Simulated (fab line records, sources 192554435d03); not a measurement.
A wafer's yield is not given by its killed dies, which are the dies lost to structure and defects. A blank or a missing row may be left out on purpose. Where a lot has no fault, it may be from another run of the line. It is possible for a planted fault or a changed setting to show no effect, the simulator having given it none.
The tool behind it: which one? | flow n5Finfet | 21 wafers from 7 lots sampled at 4 of the route's 1938 steps

## WHAT THE GAUGES READ, wafer by wafer
N5_BEOL_M13_THK_MEAS_01.
lot  | measured     | on           | M13_ILD_THK (nm)
L265 | day 11 23:35 | filmMetro-01 | 846 826 849
L267 | day 14 05:01 | filmMetro-01 | 839 838 829
L273 | day 16 03:29 | filmMetro-02 | 819 820 824
L279 | day 16 22:27 | filmMetro-02 | 833 843 855
L280 | day 17 07:13 | filmMetro-01 | 823 837 832
L282 | day 18 04:49 | filmMetro-01 | 838 820 838
L284 | day 18 15:49 | filmMetro-01 | 836 844 836

## WHICH TOOL RAN EACH LOT (tool, then ch and the chambers of the sampled wafers, then the start)
lot  | N5_BEOL_M12_ETCH_67               | N5_BEOL_M12_STRIP_37                | N5_BEOL_M13_ILD_DEP_00
L265 | rieDiel-03 ch 2,3, day 11 18:59   | plasmaAsher-01 ch 0,1, day 11 19:31 | pecvd-04 ch 0,1, day 11 23:26
L267 | rieDiel-03 ch 0,3, day 14 01:07   | plasmaAsher-02 ch 0,1, day 14 01:39 | pecvd-03 ch 0,1,2, day 14 04:55
L273 | rieDiel-03 ch 0,2,3, day 15 21:46 | plasmaAsher-01 ch 0,1, day 15 22:17 | pecvd-01 ch 0,1, day 16 03:20
L279 | rieDiel-01 ch 1,2, day 16 19:13   | plasmaAsher-01 ch 0,1, day 16 19:44 | pecvd-04 ch 0,1, day 16 22:18
L280 | rieDiel-03 ch 0,3, day 17 04:20   | plasmaAsher-01 ch 0,1, day 17 04:52 | pecvd-04 ch 0,2, day 17 07:04
L282 | rieDiel-03 ch 0,1,3, day 18 00:37 | plasmaAsher-01 ch 0,1, day 18 01:14 | pecvd-04 ch 0,1, day 18 04:40
L284 | rieDiel-01 ch 0,1,3, day 18 08:42 | plasmaAsher-02 ch 0,1, day 18 09:13 | pecvd-01 ch 0,2, day 18 15:37
- N5_BEOL_M12_ETCH_67: etches SiARC in CF4, target depth 143 nm, time 238.3 s.
- N5_BEOL_M12_STRIP_37: strips in N2/H2.
- N5_BEOL_M13_ILD_DEP_00: deposits SiOC from DEMS/O2, target thk 837.92 nm, time 166.4 s.

## THE ANSWER, worked out from the rows above alone
Rule: usual is defined by the lots themselves. The widest of any qualifying gaps counts: lots, ordered by their means at a reading, are off when they make up no more than a third of the lots, leave a main group of 4 or more, and stand apart from it by 3 or more times the standard deviation of that group's means. A main group is skipped when, at the precision printed for the reading in the tables above, its means are all equal. Also off: a lot with no number at a reading for which 4 or more lots have one. Where the step has rows for the other lots, those lots are counted as sound.
No lot is off at any reading shown: from this, nothing can be told.

## WHAT THE SIMULATOR PUT IN
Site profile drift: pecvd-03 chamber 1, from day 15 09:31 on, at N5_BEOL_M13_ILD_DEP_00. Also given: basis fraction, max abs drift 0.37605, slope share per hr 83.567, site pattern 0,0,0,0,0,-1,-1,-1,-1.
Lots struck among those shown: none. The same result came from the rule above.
